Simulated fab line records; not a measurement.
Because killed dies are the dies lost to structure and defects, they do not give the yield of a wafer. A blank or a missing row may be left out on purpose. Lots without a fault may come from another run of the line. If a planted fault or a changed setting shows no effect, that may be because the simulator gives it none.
Struck lot and sound lot, side by side || flow n5 finfet || 37 out of 1938 route steps
Sound: wafers L605.1, L605.2, L605.4. The struck wafers were L615.1, L615.5, L615.6. The cause comes at the end.
Each step with rows lists, per side, the tool, then ch with its chambers, then its first start. Under that, the readings that differ: sound wafers || struck wafers || difference of the means || sigmas: that difference in standard deviations of wafers without a fault.
alike: words and numbers the same on both sides, and readings whose means are apart by under 2 such deviations; not compared: readings that were withheld, readings missing a value for some wafer, numbers with overlapping values and no deviation given by the record, and bounds like >300 which may hide the same value.
Wherever a step has rows on one side only, a row that says differs or no value, or a row with sigmas, the two part there. Non-overlapping numbers with no deviation appear without sigmas and do not part them. Lack of a reading on every wafer of one side parts them only where that side has two or more wafers.

first, 9 steps without rows for these wafers: N5_BEOL_M4_ANNEAL_95 (time 240 s); N5_BEOL_M4_SPUTTER_96 (material Cu, target thk 4.5 nm, time 8.29 s); N5_BEOL_M4_ECD_50 (material Cu, target thk 300 nm); N5_BEOL_M4_ANNEAL_51 (time 90 s); N5_BEOL_M4_CMP_52 (polishes, stops on SiOC, t overpolish 6.8 s, target thk 40 nm); N5_BEOL_M4_PRE_CLEAN_60 (time 15 s); N5_BEOL_M4_CO_CAP_55 (material Co, precursor CCTBA/H2, target thk 2 nm, time 102.1 s); N5_BEOL_M4_PRE_CLEAN_56 (time 15 s); N5_BEOL_M4_DEP_57 (deposits SiCN from 3MS/NH3, target thk 8 nm, time 14 s).
N5_BEOL_M4_RC_MEAS_101:
  sound on prober-01 ch 0, day 7 17:04; struck on prober-02 ch 0, day 10 03:53
{"reading": "DIBL_N (mV/V)", "sound": "33.5 30.2 37.3", "struck": "39.1 38.5 39.4", "difference": "+5.3", "sigmas": "+2"}
  alike: DIBL_P, IOFF_N, IOFF_P, ION_N, ION_P, SS_N, SS_P, VT_N, VT_P
then, 24 steps without rows for these wafers: N5_BEOL_M5_ILD_DEP_00 (deposits SiCOH lowk from DEMS/porogen, target thk 140.64 nm, time 25.9 s); N5_BEOL_M5_CURE_79 (cures SiCOH lowk, time 240 s); N5_BEOL_M5_PECVD_70 (deposits SiO2 from TEOS/O2, target thk 16 nm, time 18 s); N5_BEOL_M5_HM_DEP_02 (deposits TiN, target thk 20 nm); N5_BEOL_M5_COAT_59 (time 60 s, resist thk 60 nm); N5_BEOL_M5_COAT_60 (time 60 s, resist thk 12 nm); N5_BEOL_M5_COAT_71 (time 60 s, resist thk 5 nm); N5_BEOL_M5_COAT_05 (resist thk 30 nm); N5_BEOL_M5_EBR_07; N5_BEOL_M5_SOFTBAKE_06 (time 60 s); N5_BEOL_M5_EXPOSE_08 (exposes mask M5, target cd 28 nm); N5_BEOL_M5_PEB_09 (peb time 60 s); N5_BEOL_M5_DEVELOP_10 (develop time 30 s); N5_BEOL_M5_DESCUM_16 (chemistry O2, time 7 s); N5_BEOL_M5_ETCH_72 (etches underlayer in N2/H2, target depth 6.5 nm, time 5.2 s); N5_BEOL_M5_ETCH_61 (etches SiARC in CF4, target depth 15.6 nm, time 26 s); N5_BEOL_M5_ETCH_62 (etches SOC in N2/H2, target depth 75 nm, overetch 15 nm, time 112.5 s); N5_BEOL_M5_STRIP_63 (strips in N2/H2); N5_BEOL_M5_STRIP_73 (strips in N2/H2); N5_BEOL_M5_STRIP_64 (strips in CF4); N5_BEOL_M5_HM_OPEN_17 (chemistry Cl2/BCl3, target TiN, target depth 20 nm, overetch 6 nm); N5_BEOL_M5_STRIP_19 (strips in O2); N5_BEOL_M5_COAT_65 (time 60 s, resist thk 60 nm); N5_BEOL_M5_COAT_66 (time 60 s, resist thk 12 nm).
-- here the record skips 4 days between the struck wafers' starts before and after, leaving off in module BEOL_M5 and picking up in module BEOL_M14 (first step shown: number 1764 of the route) --
N5_BEOL_M14_SPUTTER_45: material Cu, target thk 100 nm, time 16.67 s.
  struck on pvd sputter-03, day 13 16:47; sound on pvd sputter-03, day 11 01:05
  no value came back on the struck wafers for bias v (V), cathode dc power W (W), throttle valve pct (%); on the sound wafers bias v (V) reads 59.6 60.3 59.4
N5_BEOL_M14_CMP_49: polishes, stops on SiO2, t overpolish 5.2 s, target thk 560 nm.
  sound on cmp-03 ch 0,1,2, day 11 01:41; struck on cmp-01 ch 2,3, day 13 17:25
{"reading": "time to endpoint s (s)", "sound": "114 123 133", "struck": "2 4 3", "difference": -120, "sigmas": -21}
  alike: clearing platen down force psi, motor current A
N5_PASSIVATION_PROBE_49:
  record: rows for the struck wafers here (prober-02, day 14 14:23), none for the sound ones

## WHERE THEY PART
At N5_BEOL_M4_RC_MEAS_101 first; at N5_PASSIVATION_PROBE_49 last (within this record only).

WHY: what had been put in by the simulator
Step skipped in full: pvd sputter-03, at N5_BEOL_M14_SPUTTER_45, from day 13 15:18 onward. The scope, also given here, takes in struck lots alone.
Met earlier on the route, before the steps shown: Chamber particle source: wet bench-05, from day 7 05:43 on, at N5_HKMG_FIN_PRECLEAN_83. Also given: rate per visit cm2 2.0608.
